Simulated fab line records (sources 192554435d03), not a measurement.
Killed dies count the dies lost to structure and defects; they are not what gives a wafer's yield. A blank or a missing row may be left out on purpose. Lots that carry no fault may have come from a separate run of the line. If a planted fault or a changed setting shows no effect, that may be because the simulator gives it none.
Split-lot experiment	flow n5 finfet	21 wafers read across 7 lots, on a route 1938 steps long

ABOUT THE SPLIT
At N5_BEOL_M8_COAT_63 (time 60 s, resist thk 60 nm), the setting spin rpm was moved away from the recipe's 1500 rpm on 5 of the 21 wafers read, by -5.6% to +10.7%. This setting was run at the recipe's value on the other wafers.

FROM THE SPLIT TO THE READING: what the file shows between them, 7 steps
- N5_BEOL_M8_COAT_64: time 60 s, resist thk 12 nm
- N5_BEOL_M8_COAT_71: time 60 s, resist thk 5 nm
- N5_BEOL_M8_ETCH_72: etches underlayer in N2/H2, target depth 6.5 nm, time 5.2 s
- N5_BEOL_M8_ETCH_65: etches SiARC in CF4, target depth 15.6 nm, time 26 s
- N5_BEOL_M8_ETCH_66: etches SOC in N2/H2, target depth 80 nm, overetch 16 nm, time 120 s
- N5_BEOL_M8_STRIP_69: strips in N2/H2
- N5_BEOL_M8_STRIP_73: strips in N2/H2

THE READING
SOC_of_BEOL_M8_COAT_63.thk nm (the simulator's own value, which no gauge read), in nm, at N5_BEOL_M8_VIA_ETCH_34 (etches SiCOH lowk in C4F6/O2, target depth 125.5 nm, time 50.5 s). There is no usual value for it anywhere in the file. The 16 wafers here that ran the recipe average 54.0 nm, standard deviation 0.13 nm.

wafer	tool, chamber at the split	spin rpm as run, rpm	against the recipe	SOC_of_BEOL_M8_COAT_63.thk nm, nm	against lot-mates on the recipe
L079.1	litho track-02, 0	1660	+10.7%	51.2	-2.7
L079.4	litho track-02, 0	1500	recipe	54	-
L079.6	litho track-02, 0	1500	recipe	53.8	-
L084.2	litho track-05, 0	1500	recipe	54	-
L084.3	litho track-05, 0	1551	+3.4%	53.2	-0.8
L084.4	litho track-05, 0	1551	+3.4%	53	-1.0
L088.2	litho track-02, 0	1500	recipe	53.8	-
L088.6	litho track-02, 0	1500	recipe	53.8	-
L088.4	litho track-02, 0	1500	recipe	54	-
L086.1	litho track-03, 0	1500	recipe	53.8	-
L086.3	litho track-03, 0	1500	recipe	54	-
L086.4	litho track-03, 0	1595	+6.3%	52.2	-1.7
L095.1	litho track-03, 0	1500	recipe	54.2	-
L095.3	litho track-03, 0	1416	-5.6%	55.8	+1.7
L095.6	litho track-03, 0	1500	recipe	54	-
L096.3	litho track-02, 0	1500	recipe	54	-
L096.5	litho track-02, 0	1500	recipe	54	-
L096.6	litho track-02, 0	1500	recipe	53.8	-
L097.2	litho track-02, 0	1500	recipe	54	-
L097.5	litho track-02, 0	1500	recipe	54	-
L097.6	litho track-02, 0	1500	recipe	54.2	-

FIT RESULTS
A straight line over all 21 wafers: SOC_of_BEOL_M8_COAT_63.thk nm changes by -0.275 nm for each +1% of spin rpm; r = -0.99; the points scatter about the line by 0.14 nm.
The same after taking each lot's own level away (the mean of its wafers on the recipe; 21 wafers): -0.266 nm for each +1%; r = -0.99; scatter 0.11 nm.
That fit puts the effect of the largest move of spin rpm on the reading at 2.8 nm.
Measured against the standard deviation above, the lots' own levels, which go from 53.87 to 54.10 nm, span 1.8 times it.
So the lot-to-lot level changes the slope little: the two slopes agree.
Check: -2.98 nm against its lot-mates is what the line predicts for one of the wafers moved furthest among these (+10.7%) when that wafer is left out of the fit. It came out at -2.7 nm against them.

THE OTHER SPLITS THESE WAFERS WENT THROUGH
These wafers also went through other splits before the reading. Each is held against what the fit with the lots' levels taken away leaves over:
other split on the same wafers	wafers away from the commonest value	r with SOC_of_BEOL_M8_COAT_63.thk nm (lot level and that fit taken away)
N5_BEOL_M8_DESCUM_16 time s	3	-0.43

THE WHOLE CHAIN: every reading that the file lists as answering this split, in the file's order
step	what it does	reading	change (the file's fit)	r (the file's)
N5_BEOL_M8_COAT_63	time 60 s, resist thk 60 nm	SOC_of_BEOL_M8_COAT_63.thk nm (the simulator's own value, which no gauge read)	-0.285 nm for each +1% of the setting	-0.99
N5_BEOL_M8_ETCH_66	etches SOC in N2/H2, target depth 80 nm, overetch 16 nm, time 120 s	etch.depth nm (the simulator's own value, which no gauge read)	-0.277 nm for each +1% of the setting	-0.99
N5_BEOL_M8_VIA_ETCH_34	etches SiCOH lowk in C4F6/O2, target depth 125.5 nm, time 50.5 s	SOC_of_BEOL_M8_COAT_63.thk nm (the simulator's own value, which no gauge read)	-0.265 nm for each +1% of the setting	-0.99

FILE'S OWN FIT
SOC_of_BEOL_M8_COAT_63.thk nm changes by -0.265 nm for each +1% of spin rpm, r = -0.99.
